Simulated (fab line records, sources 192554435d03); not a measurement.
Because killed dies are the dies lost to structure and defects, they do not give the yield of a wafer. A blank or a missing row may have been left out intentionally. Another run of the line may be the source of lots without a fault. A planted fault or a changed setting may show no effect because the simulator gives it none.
Problem report, 8D (eight disciplines) form, completed by code -- flow n5_finfet -- the parts of the form that need people (team, actions taken, sign-off) are left out

## 1. THE ISSUE
trench_depth_nm at N5_BEOL_M8_OCD_MEAS_38 reads a mean of 100.2 nm on 6 wafers of 2 lots; wafers without a fault read 92.3 nm with a standard deviation of 1.3. Measured from the usual mean, that is +6.1 standard deviations.
First observed at day 12 13:02: wafer L769.3, on ocd-01. At this step, 24 wafers from 8 lots have a number in the record. Rule for "out", or "out of limits": more than 4 standard deviations from the usual mean. Any other wafer with a number is counted as sound.

## 2. WHAT IT IS, WHAT IT ISN'T
question,is,is not
which readings at this step,trench_depth_nm,-
which lots,"L769, L770","L758, L761, L762, L774, L777, L781"
which wafers of those lots,all that have a number,-
read on which gauges,"ocd-01, ocd-02",-
when,from day 12 13:02,"up to then (9 sound wafers); but 9 sound wafers of L774, L777, L781 came after"

## 3. SUSPECTS, AND WHAT RULES EACH OUT
Counting: a tool stays on the suspect list if, at a process step up to the reading, it processed all lots that are out and no sound lot following the first of them.
- the gauge at N5_BEOL_M8_OCD_MEAS_38 is ruled out. Those wafers that are out were read across 2 gauges (ocd-01, ocd-02).
- rie_diel-05 at N5_BEOL_M8_ETCH_65 (etches SiARC in CF4, target depth 15.6 nm, time 26 s): kept. It processed each lot that is out, first L769 at day 12 12:40, and no sound lot thereafter; up to then, the last sound lot it processed was L761 at day 10 06:35.
- rie_diel-05 at N5_BEOL_M8_TRENCH_ETCH_37 (etches SiCOH lowk in C4F6/O2, target depth 93.478 nm, time 31.2 s): kept. It processed each lot that is out, first L769 at day 12 12:53, and no sound lot thereafter; up to then, the last sound lot it processed was L761 at day 10 06:49. Out on those wafers are its own readings of bias_w, rf_vpp_V.
- rie_diel-05 at N5_BEOL_M8_ETCH_41 (etches SiCN in CH3F/O2, target depth 31.9 nm, time 57.8 s): kept. It processed each lot that is out, first L769 at day 12 13:02, and no sound lot thereafter; up to then, the last sound lot it processed was L761 at day 10 06:58. With no start given for some of its lots, N5_BEOL_M8_ETCH_41 uses the hours and lot order of N5_BEOL_M8_OCD_MEAS_38.
The count leaves rie_diel-05 at N5_BEOL_M8_ETCH_65, rie_diel-05 at N5_BEOL_M8_TRENCH_ETCH_37, and rie_diel-05 at N5_BEOL_M8_ETCH_41.

## 4. THE CAUSE (what the simulator had put in)
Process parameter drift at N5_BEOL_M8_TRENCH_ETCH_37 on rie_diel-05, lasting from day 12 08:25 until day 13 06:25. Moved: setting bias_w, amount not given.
Counting left 3 suspects, and this tool is among them.

## 5. THE EFFECT CHAIN, in route order
Rows list readings where the struck wafers' mean (over those with a number) sits beyond 3 standard deviations from the usual. Scope: only readings with a usual standard deviation given in the record; hours: median across lots of the time from each lot's start at the first step in this table that gives one to its start at this step; sigmas: change in usual standard deviations.
hours,step,reading,usual,on struck wafers,change,sigmas
0,N5_BEOL_M8_TRENCH_ETCH_37,bias_w,184.9 W,231.6,+46.7,+99 or more
0,N5_BEOL_M8_TRENCH_ETCH_37,rf_vpp_V,661 V,784,+123,+22
0,N5_BEOL_M8_OCD_MEAS_38,trench_depth_nm,92.3 nm,100.2,+7.9,+6.1
3,N5_BEOL_M8_THK_MEAS_53,M8_THK,78.3 nm,86.5,+8.2,+4.8
3,N5_BEOL_M8_RS_MEAS_57,M8_RS,0.291 ohm/sq,0.261,-0.030,-4.5
Process steps it contains:
- N5_BEOL_M8_TRENCH_ETCH_37: etches SiCOH lowk in C4F6/O2, target depth 93.478 nm, time 31.2 s.

## 6. HOW IT WOULD HAVE BEEN CAUGHT EARLIER
In this record the first reading out of limits at a measuring or inspecting step was taken at day 12 13:02, 5 hours after the fault began at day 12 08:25.
The tool's own readings at N5_BEOL_M8_TRENCH_ETCH_37 were out on every struck wafer that the step has a row for (bias_w, rf_vpp_V): an alarm limit on them would have fired on the first of those.
L770, from the lots that are out (2), started N5_BEOL_M8_TRENCH_ETCH_37 on rie_diel-05 later than day 12 13:02. Had the tool been put on hold then, it would have been spared.
